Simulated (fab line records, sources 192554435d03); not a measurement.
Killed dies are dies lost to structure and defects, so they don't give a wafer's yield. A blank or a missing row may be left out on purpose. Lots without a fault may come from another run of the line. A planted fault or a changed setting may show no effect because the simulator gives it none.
A struck lot beside a sound one | flow n5_finfet | 36 steps out of a route of 1938
Sound: wafers L953.1, L953.3, L953.6. Struck: wafer L943.3. (L943.1 of the same lot was not struck and is left out.) The cause comes at the end.
At each step with rows: each side's tool, then ch and its chambers, then its first start. Under that, the readings that differ: sound wafers | struck wafers | difference of the means | sigmas: that difference in standard deviations of wafers without a fault.
alike: readings whose means differ by less than 2 such deviations, and words and numbers that are the same on both sides. not compared: withheld readings, readings that some wafer has no value for, bounds like >300 that may hide the same value, and numbers for which the record gives no deviation and whose values overlap.
The two part at a step that has a row with sigmas, a row that says differs or no value, or rows on one side only. Numbers that don't overlap but have no deviation are shown without sigmas and don't part them. A reading that every wafer of one side lacks parts them only if that side has two wafers or more.

first, 9 steps without rows for these wafers: N5_BEOL_M12_PRE_CLEAN_42 (time 30 s); N5_BEOL_M12_SPUTTER_43 (material TaN, target thk 15 nm, time 24.19 s); N5_BEOL_M12_SPUTTER_44 (material Ta, target thk 10 nm, time 16.13 s); N5_BEOL_M12_SPUTTER_45 (material Cu, target thk 80 nm, time 13.33 s); N5_BEOL_M12_ECD_47 (material Cu, target thk 720 nm); N5_BEOL_M12_ANNEAL_48 (time 90 s); N5_BEOL_M12_CMP_49 (polishes, stops on SiOC, t overpolish 20.6 s, target thk 320 nm); N5_BEOL_M12_PRE_CLEAN_52 (time 15 s); N5_BEOL_M12_DEP_53 (deposits SiCN from 3MS/NH3, target thk 30 nm, time 10.5 s).
N5_BEOL_M13_ILD_DEP_00: deposits SiOC from DEMS/O2, target thk 837.92 nm, time 166.4 s.
  sound on pecvd-03 ch 1,2, day 15 23:52; struck on pecvd-04 ch 1, day 12 17:47
  reading                                       | sound             | struck | difference | sigmas
  run_length_s (s)                              | 211.0 210.9 210.9 | 217.3  | +6.4       | +10
  throttle_valve_pct (%)                        | 12.4 11.0 10.9    | 13.7   | +2.3       | +3
  model.SiOC_of_BEOL_M13_ILD_DEP_00.thk_nm (nm) | 835.8 821 841     | 856.8  | +24.2      |
  alike: heater_power_w, showerhead_plenum_p_Torr
then, 10 steps without rows for these wafers: N5_BEOL_M13_COAT_58 (time 60 s, resist thk 89 nm); N5_BEOL_M13_COAT_04 (resist thk 400 nm); N5_BEOL_M13_EBR_06; N5_BEOL_M13_SOFTBAKE_05 (time 60 s); N5_BEOL_M13_EXPOSE_07 (exposes mask V12); N5_BEOL_M13_PEB_08 (peb time 90 s); N5_BEOL_M13_DEVELOP_09 (develop time 45 s); N5_BEOL_M13_HARDBAKE_14 (time 120 s); N5_BEOL_M13_DESCUM_15 (chemistry O2, time 7.9 s); N5_BEOL_M13_ETCH_59 (etches BARC in N2/H2, target depth 89 nm, overetch 26.7 nm, time 67.9 s).
N5_BEOL_M13_VIA_ETCH_16: etches SiOC in C4F8/O2/Ar, target depth 921.7 nm.
  sound on rie_diel-01 ch 2,3, day 16 00:37; struck on rie_diel-04 ch 1, day 12 18:25
  reading                                    | sound           | struck | difference | sigmas
  model.etch.depth_nm (nm)                   | 835.8 821.1 841 | 856.7  | +24.1      |
  model.coat_of_BEOL_M13_COAT_04.thk_nm (nm) | 71.6 71 69.8    | 64     | -7         |
  alike: drypump_motor_current_A, he_inner_torr, mfc_ar_sccm, oes_product_au, rf_vpp_V, showerhead_plenum_p_Torr, throttle_valve_pct
then, 13 steps without rows for these wafers: N5_BEOL_M13_STRIP_63 (strips in N2/H2); N5_BEOL_M13_STRIP_64 (strips in N2/H2); N5_BEOL_M13_STRIP_71 (strips in post etch residue remover, time 60 s); N5_BEOL_M13_SRD_72 (time 30 s, dry time 30 s); N5_BEOL_M13_COAT_65 (time 60 s, resist thk 350 nm); N5_BEOL_M13_COAT_66 (time 60 s, resist thk 110 nm); N5_BEOL_M13_COAT_22 (resist thk 300 nm); N5_BEOL_M13_EBR_24; N5_BEOL_M13_SOFTBAKE_23 (time 60 s); N5_BEOL_M13_EXPOSE_25 (exposes mask M13, target cd 210 nm); N5_BEOL_M13_PEB_26 (peb time 90 s); N5_BEOL_M13_DEVELOP_27 (develop time 45 s); N5_BEOL_M13_HARDBAKE_32 (time 120 s).
N5_BEOL_M13_CMP_49: polishes, stops on SiOC, t overpolish 17.1 s, target thk 420 nm.
  sound on cmp-02 ch 0,1, day 16 05:43; struck on cmp-01 ch 3, day 13 00:17
  reading                                       | sound             | struck | difference | sigmas
  model.SiOC_of_BEOL_M13_ILD_DEP_00.thk_nm (nm) | 777.2 760.4 782.2 | 799.8  | +26.5      |
  alike: barrier_field_endpoint_s, motor_current_A, overpolish_run_s, platen_rpm, slurry_flow_ml_min
  not compared: pad_life_wafers
N5_PASSIVATION_PROBE_49:
  the record has rows for the sound wafers here (prober-02, day 17 13:18) and none for the struck ones

WHERE THEY PART
First at N5_BEOL_M13_ILD_DEP_00; last, within this record, at N5_PASSIVATION_PROBE_49.

WHY: what the simulator had put in
Process parameter drift: pecvd-04, from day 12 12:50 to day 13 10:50, at N5_BEOL_M13_ILD_DEP_00. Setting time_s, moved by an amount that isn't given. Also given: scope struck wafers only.
